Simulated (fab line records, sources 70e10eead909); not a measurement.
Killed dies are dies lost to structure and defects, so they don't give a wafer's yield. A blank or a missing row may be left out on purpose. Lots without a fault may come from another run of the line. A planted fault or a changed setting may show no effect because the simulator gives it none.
A struck lot beside a sound one | flow nand_harc | 14 steps out of a route of 1302
Sound: wafers L368.1, L368.4, L368.5. Struck: wafer L362.5. (L362.1, L362.4 of the same lot were not struck and are left out.) The cause comes at the end.
At each step with rows: each side's tool, then ch and its chambers, then its first start. Under that, the readings that differ: sound wafers | struck wafers | difference of the means | sigmas: that difference in standard deviations of wafers without a fault.
alike: readings whose means differ by less than 2 such deviations, and words and numbers that are the same on both sides. not compared: withheld readings, readings that some wafer has no value for, bounds like >300 that may hide the same value, and numbers for which the record gives no deviation and whose values overlap.
The two part at a step that has a row with sigmas, a row that says differs or no value, or rows on one side only. Numbers that don't overlap but have no deviation are shown without sigmas and don't part them. A reading that every wafer of one side lacks parts them only if that side has two wafers or more.

NHARC_A_WL_FILL_CVD_03: deposits W, target thk 40 nm, time 279 s.
  sound on cvd_w-02 ch 0,1, day 27 02:34; struck on cvd_w-02 ch 0, day 25 00:10
  alike: chamber_pressure_Torr, heater_power_w, mfc_h2_sccm, throttle_valve_pct
then, 1 step without rows for these wafers: NHARC_A_WL_FILL_ETCHBACK_04 (etches the open film in NF3, target depth 60 nm, time 120 s).
NHARC_A_WL_FILL_ETCHBACK_05: etches the open film in Cl2/BCl3, target depth 22 nm, time 60 s.
  sound on rie_metal-01 ch 0,1, day 27 03:08; struck on rie_metal-03 ch 1, day 25 00:43
  alike: drypump_motor_current_A, oes_product_au, run_length_s
  not compared: rf_hours_counter_h
NHARC_A_WL_FILL_STRIP_27: strips in N2/H2, time 20 s.
  sound on plasma_asher-01 ch 0,1, day 27 03:17; struck on plasma_asher-02 ch 1, day 25 00:52
  alike: drypump_motor_current_A, heater_power_w
  not compared: rf_hours_counter_h
then, 4 steps without rows for these wafers: NHARC_A_WL_FILL_STRIP_28 (strips in post etch residue remover, time 1200 s); NHARC_A_WL_FILL_PRECLEAN_06 (cleans in DIW, time 300 s); NHARC_A_WL_FILL_SRD_07; NHARC_A_WL_FILL_ANNEAL_08 (time 1800 s).
NHARC_A_WL_FILL_ALD_10: deposits SiO2, target thk 50 nm, pulse time 10 s, ald cycles 500.
  sound on ald_hk-04 ch 0,1,2, day 27 08:43; struck on ald_hk-04 ch 3, day 25 06:40
  alike: heater_power_w, precursor_pulse_height_rel
NHARC_A_WL_FILL_ETCHBACK_16: etches the open film in C4F8/O2/Ar, target depth 120 nm, time 24 s.
  sound on rie_diel-12 ch 2,3; struck on rie_diel-12 ch 3
  reading          | sound          | struck | difference | sigmas
  run_length_s (s) | 46.1 45.4 45.7 | 44.9   | -0.8       | -2
  alike: oes_product_au, rf_vpp_V
  not compared: rf_hours_counter_h
then, 1 step without rows for these wafers: NHARC_A_WL_FILL_STRIP_29 (strips in O2, time 20 s).
NHARC_A_WL_FILL_ETCHBACK_17: etches the open film in Cl2/BCl3, target depth 4 nm, time 26.7 s.
  sound on rie_metal-01 ch 0,1, day 27 13:02; struck on rie_metal-02 ch 0, day 25 09:58
  reading          | sound          | struck | difference | sigmas
  run_length_s (s) | 48.2 48.0 48.1 | 44.6   | -3.5       | -9
  alike: drypump_motor_current_A, oes_product_au
  not compared: rf_hours_counter_h
then, 1 step without rows for these wafers: NHARC_A_WL_FILL_PRECLEAN_18 (cleans in dHF, time 30 s).
-- the record jumps here: 4 days lie between the struck wafers' starts before and after (it left off in module A_WL_FILL and takes up again in module END, whose first step shown is number 1302 of the route) --
NHARC_END_SORT_01:
  the record has rows for the struck wafers here (prober-02 ch 0, day 29 08:46) and none for the sound ones

WHERE THEY PART
First at NHARC_A_WL_FILL_ETCHBACK_16; last, within this record, at NHARC_END_SORT_01.

WHY: what the simulator had put in
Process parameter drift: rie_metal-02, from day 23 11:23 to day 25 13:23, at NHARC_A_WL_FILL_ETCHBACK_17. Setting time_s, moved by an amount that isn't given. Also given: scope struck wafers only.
